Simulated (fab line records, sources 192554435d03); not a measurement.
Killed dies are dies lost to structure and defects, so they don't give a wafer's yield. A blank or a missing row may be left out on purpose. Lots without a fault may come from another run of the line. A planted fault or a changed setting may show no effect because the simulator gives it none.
fab line records | flow n5_finfet
record lots=6 wafers=18 last_day=21
route steps=1938 shown ZERO_LAYER@9 WELL_APT@20 BEOL_M4@1111 PASSIVATION@1936
lots that met no fault: from a run of the same line without faults
start_h: hours from the record's first day to the start of the lot's first wafer shown | wait_h: hours since the lot's step before | " the same as in the row above | L1.1+2: a row that stands for several wafers | - no value, or no start given | * or withheld: withheld | < > ~ a bound
route shown NAME@n: a module of which the file shows steps, and the number in the route of the first | usual: mean/standard deviation of fault-free wafers | same: alike in all rows | chamber/n: place in a boat | sites: the reading at each site | _std_site: their standard deviation | _edge_site: outer sites' mean less inner sites' | radius_mm: how far each site lies from the wafer's centre | mask NAME#n: copy n | behind: the tool/chamber that last shaped the wafer | hold: why the lot was held/for how many hours/how that ended | device: the transistor (n, p or np) that didn't switch | end of line: the same wafers' tests at the end of the route | a step without rows: its recipe alone | killed: dies lost to structure and defects at the first sort, not the wafer's yield | map: a wafer's dies, x killed, . not, _ none there
set.NAME: the setting as run; set.NAME@STEP: as run at that earlier step | model.NAME: the simulator's own value behind a step, which no gauge read
lots at some steps of the route; a table a step, a row a wafer
services: from which hour (start_h, from the record's first day; less than 0 if before it) a tool's chamber was out of use, for how many hours, and why
## steps
# step N5_ZERO_LAYER_EXPOSE_08
# recipe mask_id=ZERO na=0.55 source_shape=conventional sigma_outer=0.8 polarization=unpolarized defocus_nm=0 target_cd_nm=2000 dose_mj=16.2
# step N5_ZERO_LAYER_PEB_09
# recipe peb_temp_c=withheld peb_time_s=*
# step N5_ZERO_LAYER_DEVELOP_10
# recipe develop_time_s=60 rinse_liquid=diw dry=air_spin dev_temp_c=21
# step N5_ZERO_LAYER_HARDBAKE_23
# recipe temp_c=130 time_s=120
# step N5_ZERO_LAYER_CD_MEAS_11
# recipe target_cd_nm=2000 landing_energy_ev=500 detector=se_inlens
# usual cd_nm=1998.3/2.8
# columns lot.wafer tool chamber start_h wait_h cd_nm
L759.1 cd_sem-01 0 36.86 - 1999.5
L759.3 " 0 " " 1999.9
L759.6 " 0 " " 1997.2
L767.1 cd_sem-01 0 84.64 - 1998.1
L767.5 " 0 " " 1993.2
L767.6 " 0 " " 1995.7
L769.1 cd_sem-01 0 96.64 - 2003.0
L769.3 " 0 " " 1998.3
L769.4 " 0 " " 2000.3
L773.1 cd_sem-02 0 120.77 - 1991.1
L773.4 " 0 " " 1995.1
L773.6 " 0 " " 1993.8
L774.1 cd_sem-03 0 126.96 - 2002.2
L774.4 " 0 " " 1999.5
L774.5 " 0 " " 1999.2
L776.3 cd_sem-03 0 138.77 - 1994.5
L776.4 " 0 " " 2002.1
L776.5 " 0 " " 1997.2
# step N5_ZERO_LAYER_DESCUM_16
# recipe chemistry=O2 time_s=7.9 source_power_w=50 bias_power_w=20 pressure_mtorr=20 rf_frequency_hz=2.712e+07 temp_c=40 o2_flow_sccm=225
# usual drypump_motor_current_A=5.6/0.5 oes_product_au=0.78/0.064 rf_vpp_V=243.4/1.6 showerhead_plenum_p_Torr=2.11/0.09 throttle_valve_pct=20.46/0.23
# columns lot.wafer tool chamber start_h wait_h drypump_motor_current_A oes_product_au rf_hours_counter_h rf_vpp_V showerhead_plenum_p_Torr throttle_valve_pct
L759.1 rie_diel-02 0 36.90 0.0 4.8 0.73 198 242.5 2.00 20.92
L759.3 " 3 " " 5.7 0.91 43 241.4 2.03 20.55
L759.6 " 1 " " 6.4 0.87 - 243.5 2.24 20.40
L767.1 rie_diel-05 1 84.68 0.0 5.5 0.73 176 244.6 2.14 20.31
L767.5 " 1 " " 5.6 0.74 - 243.0 2.14 20.32
L767.6 " 2 " " 6.1 0.81 - 244.3 2.20 20.24
L769.1 rie_diel-02 2 96.68 0.0 5.0 0.74 192 244.4 2.17 20.45
L769.3 " 0 " " 4.8 0.72 210 241.9 1.99 20.92
L769.4 " 1 " " 6.4 0.85 58 245.0 2.24 20.43
L773.1 rie_diel-06 3 120.81 0.0 6.1 0.67 243 244.9 2.14 20.69
L773.4 " 0 " " 5.8 0.82 106 244.8 2.08 20.37
L773.6 " 1 " " 5.6 0.84 - 244.1 2.22 20.16
L774.1 rie_diel-06 1 127.28 0.3 5.6 0.85 58 244.2 2.22 20.16
L774.4 " 0 " " 5.8 0.82 107 241.1 2.08 20.36
L774.5 " 1 " " 5.6 0.84 - 245.9 2.22 20.18
L776.3 rie_diel-02 1 138.80 0.0 6.4 0.84 67 244.3 2.24 20.45
L776.4 " 0 " " 4.8 0.71 220 241.5 1.99 20.93
L776.5 " 0 " " 4.8 0.71 - 241.0 1.99 20.96
# step N5_ZERO_LAYER_ETCH_17
# recipe chemistry=CF4 target=SiO2 target_depth_a=120 time_s=13.3 ion_energy_ev=350 pressure_mtorr=40 source_w=450 bias_w=215 Ar_flow_sccm=100 cf4_flow_sccm=100
# usual drypump_motor_current_A=5.6/0.5 oes_product_au=0.77/0.055 rf_vpp_V=950/5.1 showerhead_plenum_p_Torr=2.16/0.086 throttle_valve_pct=15.70/0.21
# columns lot.wafer tool chamber start_h wait_h drypump_motor_current_A oes_product_au rf_hours_counter_h rf_vpp_V showerhead_plenum_p_Torr throttle_valve_pct
L759.1 rie_diel-02 0 36.94 0.0 4.8 0.73 198 942 2.02 16.02
L759.3 " 3 " " 5.7 0.86 43 947 2.09 15.79
L759.6 " 1 " " 6.4 0.85 - 957 2.26 15.48
L767.1 rie_diel-05 1 84.71 0.0 5.6 0.73 176 954 2.22 15.82
L767.5 " 1 " " 5.6 0.73 - 954 2.22 15.79
L767.6 " 2 " " 6.1 0.82 - 955 2.26 15.54
L769.1 rie_diel-02 2 96.72 0.0 5.0 0.71 192 953 2.21 15.66
L769.3 " 1 " " 6.4 0.83 58 956 2.26 15.50
L769.4 " 2 " " 5.0 0.72 - 954 2.21 15.67
L773.1 rie_diel-06 3 120.84 0.0 6.1 0.70 243 953 2.19 15.93
L773.4 " 0 " " 5.8 0.79 106 950 2.15 15.77
L773.6 " 1 " " 5.6 0.85 - 956 2.25 15.26
L774.1 rie_diel-06 1 127.31 0.0 5.5 0.85 58 956 2.24 15.27
L774.4 " 0 " " 5.8 0.79 107 951 2.15 15.77
L774.5 " 1 " " 5.6 0.87 - 957 2.24 15.27
L776.3 rie_diel-02 1 138.84 0.0 6.4 0.81 67 954 2.26 15.52
L776.4 " 0 " " 4.8 0.71 220 941 2.02 16.05
L776.5 " 0 " " 4.8 0.70 - 944 2.02 16.05
# step N5_ZERO_LAYER_ETCH_18
# recipe chemistry=HBr/Cl2 target=Si target_depth_a=1200 time_s=40 pressure_mtorr=10 icp_w=800 bias_w=75 HBr_flow_sccm=150 Cl2_flow_sccm=80
# usual HBr_flow_sccm=149.9/0.45 drypump_motor_current_A=5.8/0.46 oes_product_au=0.998/0.016 throttle_valve_pct=36.4/0.46
# columns lot.wafer tool chamber start_h wait_h HBr_flow_sccm drypump_motor_current_A oes_product_au rf_hours_counter_h throttle_valve_pct
L759.1 rie_si-03 2 37.01 0.0 150.6 6.5 0.988 29 36.0
L759.3 " 1 " " 149.9 5.9 1.011 0 36.3
L759.6 " 2 " " 150.1 6.5 0.989 - 36.0
L767.1 rie_si-01 2 84.79 0.0 150.0 5.3 0.990 1 36.3
L767.5 " 1 " " 149.5 5.4 0.992 - 36.6
L767.6 " 0 " " 149.7 6.2 1.000 - 37.3
L769.1 rie_si-03 3 96.79 0.0 150.6 5.4 0.978 109 35.8
L769.3 " 2 " " 149.1 6.5 0.984 30 36.0
L769.4 " 0 " " 150.3 5.9 1.013 16 36.4
L773.1 rie_si-01 3 120.92 0.0 149.1 5.5 0.979 111 35.7
L773.4 " 2 " " 149.8 5.3 0.994 2 36.3
L773.6 " 1 " " 149.9 5.3 0.996 - 36.6
L774.1 rie_si-06 0 127.39 0.0 150.4 4.8 1.036 9 36.4
L774.4 " 2 " " 149.6 5.8 0.993 193 36.3
L774.5 " 1 " " 150.3 6.2 0.999 - 36.7
L776.3 rie_si-06 0 138.91 0.0 150.3 4.8 1.035 10 36.4
L776.4 " 1 " " 150.9 6.2 0.997 115 36.7
L776.5 " 0 " " 149.8 4.8 1.034 - 36.4
# step N5_ZERO_LAYER_STRIP_24
# recipe chemistry=O2 power_w=1000 temp_c=250 overash_fraction=0.3 pressure_mtorr=1000 o2_flow_sccm=6750
# usual drypump_motor_current_A=6.2/0.33 heater_power_w=302/16 oes_product_au=0.647/0.0043 strip_time_to_endpoint_s=43.88/0.14
# columns lot.wafer tool chamber start_h wait_h drypump_motor_current_A heater_power_w oes_product_au rf_hours_counter_h strip_time_to_endpoint_s
L759.1 plasma_asher-01 1 37.11 0.1 5.8 327 0.651 83 43.74
L759.3 " 0 " " 6.6 307 0.654 - 43.69
L759.6 " 0 " " 6.6 303 0.647 - 43.79
L767.1 plasma_asher-02 0 84.89 0.1 5.9 283 0.645 33 44.03
L767.5 " 0 " " 5.9 287 0.644 - 43.96
L767.6 " 1 " " 6.3 290 0.645 - 43.90
L769.1 plasma_asher-02 1 96.89 0.1 6.3 287 0.647 35 44.07
L769.3 " 0 " " 5.9 282 0.648 - 43.89
L769.4 " 1 " " 6.3 292 0.652 - 43.93
L773.1 plasma_asher-01 0 121.02 0.1 6.6 303 0.647 101 44.01
L773.4 " 0 " " 6.6 307 0.649 - 43.97
L773.6 " 1 " " 5.8 327 0.647 - 44.09
L774.1 plasma_asher-02 0 127.49 0.1 5.9 284 0.649 40 43.90
L774.4 " 1 " " 6.3 291 0.639 - 43.78
L774.5 " 0 " " 5.9 290 0.637 - 43.86
L776.3 plasma_asher-01 0 139.04 0.1 6.6 311 0.639 - 44.09
L776.4 " 1 " " 5.7 322 0.649 - 44.01
L776.5 " 1 " " 5.8 335 0.655 - 43.98
# step N5_ZERO_LAYER_STRIP_19
# recipe chemistry=SPM time_s=900 temp_c=130 h2so4_h2o2_vol_ratio=4 dry=ipa_marangoni
# step N5_ZERO_LAYER_INSPECT_20
# recipe inspect_instrument=darkfield mode=post_clean
# usual raw_defect_count=33/13
# columns lot.wafer tool chamber start_h wait_h raw_defect_count
L759.1 defect_inspect-02 - 37.47 0.0 42
L759.3 " - " " 29
L759.6 " - " " 53
L767.1 defect_inspect-01 - 85.25 0.0 45
L767.5 " - " " 39
L767.6 " - " " 63
L769.1 defect_inspect-02 - 97.25 0.0 48
L769.3 " - " " 34
L769.4 " - " " 30
L773.1 defect_inspect-01 - 121.38 0.0 43
L773.4 " - " " 19
L773.6 " - " " 30
L774.1 defect_inspect-01 - 127.85 0.0 28
L774.4 " - " " 18
L774.5 " - " " 50
L776.3 defect_inspect-01 - 139.38 0.0 31
L776.4 " - " " 40
L776.5 " - " " 39
# step N5_WELL_APT_HMDS_01
# recipe time_s=60 temp_c=120
# step N5_WELL_APT_COAT_02
# recipe spin_rpm=1357 resist_thk_nm=950
# usual spin_speed_rpm=1357.1/0.98
# columns lot.wafer tool chamber start_h wait_h spin_speed_rpm model.coat_of_WELL_APT_COAT_02.thk_nm
L759.1 litho_track-01 0 37.51 - 1357.7 950.5
L759.3 " 0 " " 1357.3 948.4
L759.6 " 0 " " 1357.6 948.8
L767.1 litho_track-03 0 85.29 - 1358.0 952.9
L767.5 " 0 " " 1356.8 951.3
L767.6 " 0 " " 1356.0 953
L769.1 litho_track-04 0 97.29 - 1355.4 948
L769.3 " 0 " " 1355.5 945.7
L769.4 " 0 " " 1357.1 950
L773.1 litho_track-01 0 121.42 - 1356.3 945.4
L773.4 " 0 " " 1357.4 951.6
L773.6 " 0 " " 1357.4 949.8
L774.1 litho_track-04 0 127.90 - 1485.2 909.9
L774.4 " 0 " " 1487.4 910.2
L774.5 " 0 " " 1484.3 912.7
L776.3 litho_track-04 0 139.42 - 1485.2 915.5
L776.4 " 0 " " 1484.7 917.5
L776.5 " 0 " " 1485.1 914.6
# step N5_WELL_APT_EBR_04
# recipe solvent=PGMEA ebr_width_mm=1.5
# step N5_WELL_APT_SOFTBAKE_03
# recipe temp_c=130 time_s=60
# step N5_WELL_APT_EXPOSE_05
# recipe mask_id=NWELL na=0.8 source_shape=conventional sigma_outer=0.8 polarization=unpolarized defocus_nm=0 target_cd_nm=200 dose_mj=20.3
# step N5_WELL_APT_PEB_06
# recipe peb_temp_c=130 peb_time_s=90
# step N5_WELL_APT_DEVELOP_07
# recipe develop_time_s=45 rinse_liquid=surfactant_rinse dry=air_spin dev_temp_c=21
# step N5_WELL_APT_HARDBAKE_12
# recipe temp_c=130 time_s=120
# step N5_WELL_APT_CD_MEAS_08
# recipe target_cd_nm=200 landing_energy_ev=500 detector=se_inlens
# usual cd_nm=199.6/2.3
# columns lot.wafer tool chamber start_h wait_h cd_nm
L759.1 cd_sem-01 0 37.78 - 194.7
L759.3 " 0 " " 194.8
L759.6 " 0 " " 196.6
L767.1 cd_sem-02 0 85.56 - 200.3
L767.5 " 0 " " 197.7
L767.6 " 0 " " 201.4
L769.1 cd_sem-02 0 97.69 - 200.4
L769.3 " 0 " " 203.6
L769.4 " 0 " " 199.8
L773.1 cd_sem-01 0 121.81 - 198.4
L773.4 " 0 " " 197.9
L773.6 " 0 " " 198.2
L774.1 cd_sem-02 0 128.29 - 203.5
L774.4 " 0 " " 201.5
L774.5 " 0 " " 204.3
L776.3 cd_sem-01 0 139.69 - 203.0
L776.4 " 0 " " 204.5
L776.5 " 0 " " 204.8
# step N5_WELL_APT_OVL_MEAS_09
# recipe points_per_wafer=44
# usual NWELL_OVL=4/4.4
# same points_per_wafer=44
# columns lot.wafer tool chamber start_h wait_h NWELL_OVL[nm]
L759.1 overlay-02 0 37.81 0.0 8
L759.3 " 0 " " 7
L759.6 " 0 " " 7
L767.1 overlay-02 0 85.59 0.0 0
L767.5 " 0 " " 5
L767.6 " 0 " " 6
L769.1 overlay-01 0 97.72 0.0 0
L769.3 " 0 " " 3
L769.4 " 0 " " 7
L773.1 overlay-02 0 121.84 0.0 13
L773.4 " 0 " " 2
L773.6 " 0 " " 6
L774.1 overlay-01 0 128.32 0.0 2
L774.4 " 0 " " 10
L774.5 " 0 " " 6
L776.3 overlay-01 0 139.71 0.0 5
L776.4 " 0 " " 8
L776.5 " 0 " " 10
# step N5_WELL_APT_INSPECT_10
# recipe mode=adi inspect_instrument=macro
# usual raw_defect_count=2.0/1.6
# columns lot.wafer tool chamber start_h wait_h raw_defect_count
L759.1 defect_inspect-01 - 37.83 0.0 2
L759.3 " - " " 3
L759.6 " - " " 3
L767.1 defect_inspect-02 - 85.61 0.0 3
L767.5 " - " " 3
L767.6 " - " " 0
L769.1 defect_inspect-02 - 97.74 0.0 1
L769.3 " - " " 1
L769.4 " - " " 1
L773.1 defect_inspect-02 - 121.86 0.0 2
L773.4 " - " " 3
L773.6 " - " " 5
L774.1 defect_inspect-01 - 128.34 0.0 2
L774.4 " - " " 2
L774.5 " - " " 2
L776.3 defect_inspect-02 - 139.74 0.0 4
L776.4 " - " " 2
L776.5 " - " " 1
# step N5_WELL_APT_DESCUM_13
# recipe chemistry=O2 time_s=7.9 source_power_w=50 bias_power_w=20 pressure_mtorr=20 rf_frequency_hz=2.712e+07 temp_c=40 o2_flow_sccm=225
# usual drypump_motor_current_A=5.65/0.23 oes_product_au=0.76/0.067 rf_vpp_V=243.2/1.2 showerhead_plenum_p_Torr=2.11/0.064 throttle_valve_pct=20.53/0.25
# columns lot.wafer tool chamber start_h wait_h drypump_motor_current_A oes_product_au rf_hours_counter_h rf_vpp_V showerhead_plenum_p_Torr throttle_valve_pct model.coat_of_WELL_APT_COAT_02.thk_nm
L759.1 rie_diel-04 1 38.14 0.3 5.90 0.70 224 243.3 2.07 20.68 932.3
L759.3 " 2 " " 5.44 0.71 197 245.2 2.17 20.43 930.3
L759.6 " 0 " " 5.83 0.70 - 240.8 2.08 20.93 930.7
L767.1 rie_diel-01 1 85.69 0.1 5.55 0.90 35 244.4 2.19 20.23 934.9
L767.5 " 1 " " 5.53 0.90 - 244.7 2.19 20.25 933.3
L767.6 " 0 " " 5.74 0.87 - 242.6 2.02 20.22 934.8
L769.1 rie_diel-03 0 97.78 0.0 5.51 0.72 174 243.5 2.09 20.54 929.8
L769.3 " 2 " " 5.95 0.76 145 243.8 2.17 20.36 927.5
L769.4 " 1 " " 5.81 0.81 - 241.5 2.03 20.65 931.8
L773.1 rie_diel-04 2 121.90 0.0 5.42 0.69 215 245.2 2.16 20.44 927.3
L773.4 " 3 " " 5.23 0.76 144 244.6 2.19 20.84 933.6
L773.6 " 3 " " 5.22 0.76 - 243.7 2.19 20.83 931.8
L774.1 rie_diel-03 1 128.38 0.0 5.76 0.80 92 242.5 2.03 20.68 891.7
L774.4 " 3 " " 5.65 0.80 - 241.7 1.98 20.06 892.1
L774.5 " 1 " " 5.78 0.79 - 241.4 2.03 20.68 894.5
L776.3 rie_diel-04 3 139.92 0.2 5.22 0.76 149 245.6 2.19 20.84 897.5
L776.4 " 2 " " 5.41 0.69 - 243.4 2.16 20.46 899.4
L776.5 " 1 " " 5.91 0.70 - 241.1 2.06 20.72 896.4
# step N5_WELL_APT_IMPLANT_14
# recipe species=P energy_kev=160 dose_cm2=1.5e+13 tilt_deg=0 rotation_deg=0
# step N5_BEOL_M4_RC_MEAS_101
# usual DIBL_N=36.1/2.3 DIBL_P=36/3.2 IOFF_N=0.16/0.045 IOFF_P=0.21/0.049 ION_N=674/14 ION_P=462/8.4 SS_N=71.6/0.83 SS_P=73.2/0.87 VT_N=249/3.8 VT_P=-250/3.4
# columns lot.wafer tool chamber start_h wait_h DIBL_N[mV/V] DIBL_P[mV/V] IOFF_N[nA/um] IOFF_P[nA/um] ION_N[uA/um] ION_P[uA/um] SS_N[mV/dec] SS_P[mV/dec] VT_N[mV] VT_P[mV]
L759.1 prober-02 0 280.71 0.0 32.6 32 0.12 0.16 670 459 70.0 71.6 252 -253
L759.3 " 0 " " 35.1 33 0.14 0.17 670 456 71.6 72.4 250 -254
L759.6 " 0 " " 34.9 34 0.15 0.18 674 462 71.7 73.2 247 -249
L767.1 prober-02 0 297.13 0.0 32.9 32 0.10 0.15 648 454 70.0 72.0 254 -256
L767.5 " 0 " " 35.3 35 0.13 0.18 676 466 71.2 72.4 253 -250
L767.6 " 0 " " 38.4 37 0.19 0.23 682 469 71.9 73.2 249 -250
L769.1 prober-02 0 347.66 0.0 37.6 39 0.17 0.29 661 465 71.7 74.3 250 -246
L769.3 " 0 " " 35.5 33 0.13 0.18 664 458 71.2 72.5 253 -253
L769.4 " 0 " " 34.3 30 0.10 0.13 633 437 71.1 72.3 259 -259
L773.1 prober-02 0 355.51 0.0 32.8 31 0.12 0.17 675 467 70.1 72.3 249 -251
L773.4 " 0 " " 38.0 37 0.21 0.26 693 476 71.4 73.5 242 -247
L773.6 " 0 " " 34.9 34 0.16 0.22 682 478 70.3 73.2 245 -246
L774.1 prober-01 0 388.33 0.0 35.1 37 0.15 0.22 677 463 71.2 73.7 249 -249
L774.4 " 0 " " 32.4 34 0.12 0.17 653 453 70.1 72.3 256 -253
L774.5 " 0 " " 35.5 37 0.16 0.21 679 464 70.7 73.4 251 -249
L776.3 prober-02 0 389.14 0.3 34.9 37 0.16 0.24 673 466 71.2 73.5 247 -246
L776.4 " 0 " " 33.5 35 0.15 0.21 674 465 71.0 72.2 247 -249
L776.5 " 0 " " 39.4 42 0.26 0.34 691 476 72.0 74.5 243 -242
# step N5_PASSIVATION_PROBE_49
# usual defect_limited_yield=90.9/1.6 killed_at_M0_to_M3=37/11 killed_at_M4_up=15/5.6 killed_at_contacts=13/6.4 killed_at_front_end=39/11 killed_at_other=4/3.1 killed_dies=107/19 killed_on_rim=14/4.3 killed_open=71/14 killed_short=34/7.8 sort_bin_5_function=5.3/1 sort_bin_6_memory=3.4/0.72 sort_bin_8_speed=0.0/0.42 sort_n_pass=1072/20 sort_yield_pct=90.9/1.7
# same gross_dies=1180 killed_at_back_side=0 sort_bin_4_leakage[%]=0
# columns lot.wafer tool chamber start_h wait_h defect_limited_yield[%] killed_at_M0_to_M3 killed_at_M4_up killed_at_contacts killed_at_front_end killed_at_other killed_dies killed_on_rim killed_open killed_short sort_bin_5_function[%] sort_bin_6_memory[%] sort_bin_8_speed[%] sort_n_pass sort_yield_pct[%]
L759.1 prober-01 - 376.86 0.0 91.2 29 17 24 32 2 104 11 67 30 4.7 3.9 0 1076 91.2
L759.3 prober-01 - 376.96 0.1 89.9 34 15 22 47 1 119 13 77 38 5.8 3.7 0 1061 89.9
L759.6 prober-01 - 377.11 0.3 91.9 30 13 17 35 1 96 7 53 37 4.9 3.0 0 1084 91.9
L767.1 prober-02 - 429.14 0.0 91.2 39 10 10 43 2 104 16 76 23 4.9 3.8 0 1076 91.2
L767.5 prober-02 - 429.34 0.2 90.7 32 19 19 33 7 110 17 64 45 6.1 3.1 0 1070 90.7
L767.6 prober-02 - 429.39 0.3 92.9 32 6 18 24 4 84 12 52 29 3.7 3.3 0 1096 92.9
L769.1 prober-02 - 469.02 0.0 91.7 27 13 8 50 0 98 7 70 26 4.9 3.4 0 1082 91.7
L773.1 prober-02 - 491.52 0.0 90.1 24 18 18 56 1 117 10 69 48 6.3 3.4 0 1063 90.1
L773.4 prober-02 - 491.67 0.2 89.4 22 17 15 68 3 125 13 86 36 6.6 3.7 0 1055 89.4
L773.6 prober-02 - 491.77 0.3 92.3 11 20 15 38 7 91 14 59 32 5.3 2.0 0 1089 92.3
# killed by level:class
L759.1 MOL_CONTACT_COAG:geometric_particle:open=18 BEOL_M1:geometric_particle:open=11 GATE_CUT:geometric_particle:short=7 GATE_CUT:geometric_particle:open=6 MOL_CONTACT_COAG:geometric_particle:short=6 FIN_SAQP:geometric_particle:short=5 DUMMY_GATE:geometric_particle:open=5 FIN_SAQP:geometric_particle:open=4
L759.3 MOL_CONTACT_COAG:geometric_particle:open=18 BEOL_M1:geometric_particle:open=11 FIN_SAQP:geometric_particle:short=9 FIN_SAQP:geometric_particle:open=9 STI_FIN_REVEAL:geometric_particle:open=8 BEOL_M0_SAQP:geometric_particle:short=8 GATE_CUT:geometric_particle:short=6 BEOL_M3:geometric_particle:open=5
L759.6 MOL_CONTACT_COAG:geometric_particle:open=13 BEOL_M0_SAQP:geometric_particle:short=9 FIN_SAQP:geometric_particle:short=6 STI_FIN_REVEAL:geometric_particle:open=5 GATE_CUT:geometric_particle:short=5 BEOL_M0_SAQP:geometric_particle:open=5 BEOL_M1:geometric_particle:open=5 FIN_SAQP:geometric_particle:open=4
L767.1 FIN_SAQP:geometric_particle:open=18 STI_FIN_REVEAL:geometric_particle:open=8 MOL_CONTACT_COAG:geometric_particle:open=8 BEOL_M3:geometric_particle:open=8 BEOL_M4:geometric_particle:open=6 BEOL_M0_SAQP:geometric_particle:short=6 BEOL_M2:geometric_particle:open=5 FIN_SAQP:geometric_particle:short=4
L767.5 MOL_CONTACT_COAG:geometric_particle:open=16 BEOL_M4:geometric_particle:open=12 FIN_SAQP:geometric_particle:short=9 BEOL_M3:geometric_particle:open=8 FIN_SAQP:geometric_particle:open=5 BEOL_M0_SAQP:geometric_particle:open=5 STARTING-WAFER:geometric_particle:short=5 STARTING-WAFER:geometric_particle:open=4
L767.6 MOL_CONTACT_COAG:geometric_particle:open=14 FIN_SAQP:geometric_particle:short=9 BEOL_M1:geometric_particle:open=9 FIN_SAQP:geometric_particle:open=7 BEOL_M3:geometric_particle:open=5 BEOL_M1:geometric_particle:short=4 MOL_CONTACT_COAG:geometric_particle:short=3 BEOL_M0_SAQP:geometric_particle:short=3
L769.1 STI_FIN_REVEAL:geometric_particle:open=13 FIN_SAQP:geometric_particle:short=9 BEOL_M3:geometric_particle:open=9 BEOL_M4:geometric_particle:open=8 DUMMY_GATE:geometric_particle:open=7 MOL_CONTACT_COAG:geometric_particle:open=7 FIN_SAQP:geometric_particle:open=6 BEOL_M1:geometric_particle:open=6
L773.1 MOL_CONTACT_COAG:geometric_particle:open=16 FIN_SAQP:geometric_particle:short=13 STI_FIN_REVEAL:geometric_particle:open=10 FIN_SAQP:geometric_particle:open=9 BEOL_M0_SAQP:geometric_particle:short=6 BEOL_M1:geometric_particle:open=5 BEOL_M2:geometric_particle:open=5 BEOL_M4:geometric_particle:open=5
L773.4 FIN_SAQP:geometric_particle:open=19 FIN_SAQP:geometric_particle:short=18 BEOL_M4:geometric_particle:open=14 STI_FIN_REVEAL:geometric_particle:open=13 MOL_CONTACT_COAG:geometric_particle:open=12 BEOL_M0_SAQP:geometric_particle:open=6 BEOL_M3:geometric_particle:open=6 DUMMY_GATE:geometric_particle:open=5
L773.6 MOL_CONTACT_COAG:geometric_particle:open=14 BEOL_M4:geometric_particle:open=14 FIN_SAQP:geometric_particle:short=10 FIN_SAQP:geometric_particle:open=8 STI_FIN_REVEAL:geometric_particle:open=7 MIM_BOT:geometric_particle:short=4 BEOL_M2:geometric_particle:open=3 BEOL_M4:geometric_particle:short=3
## services
# columns tool chamber start_h hours kind
rie_diel-04 2 17.77 6.1 repair
plasma_asher-02 - 21.47 1.7 repair
rie_diel-01 - 34.96 2.1 repair
rie_diel-05 3 36.76 2.9 repair
litho_track-03 - 41.44 - consumable_replace:filter
rie_diel-04 - 50.82 2.8 pm
rie_diel-01 0 54.23 13.5 repair
rie_si-03 - 55.34 0.1 repair
rie_diel-03 0 56.45 17.9 repair
rie_diel-03 3 73.73 36.7 repair
rie_diel-04 3 94.76 1.6 repair
rie_diel-05 - 95.09 0.1 repair
rie_si-03 2 108.52 10.7 repair
rie_si-03 1 112.46 5.5 repair
rie_diel-01 - 114.20 2.8 pm
rie_diel-03 2 115.16 18.1 repair
rie_diel-04 0 128.41 - clean
rie_diel-04 0 128.41 - consumable_replace:focus_ring
rie_diel-04 0 128.41 18.3 scheduled_down
rie_diel-04 0 128.41 18.3 vent_cycle
## key
first_sign step=N5_WELL_APT_COAT_02 reading=spin_speed_rpm direction=up sigmas=99+ usual=* struck=*
effect none on later readings
model_effect step=N5_WELL_APT_COAT_02 value=coat_of_WELL_APT_COAT_02.thk_nm without=955.6 struck=913.4
model_effect step=N5_WELL_APT_DESCUM_13 value=coat_of_WELL_APT_COAT_02.thk_nm without=937.5 struck=895.2
met_at N5_WELL_APT_COAT_02
struck_wafers L774.1,L774.4,L774.5,L776.3,L776.4,L776.5
onset_between 97.29 127.90
fault kind=process_parameter_drift tool=litho_track-04 chamber=- onset_h=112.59 steps=N5_WELL_APT_COAT_02 channel=spin_rpm offset=* shape=step end_h=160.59 acts_in=* stated=*
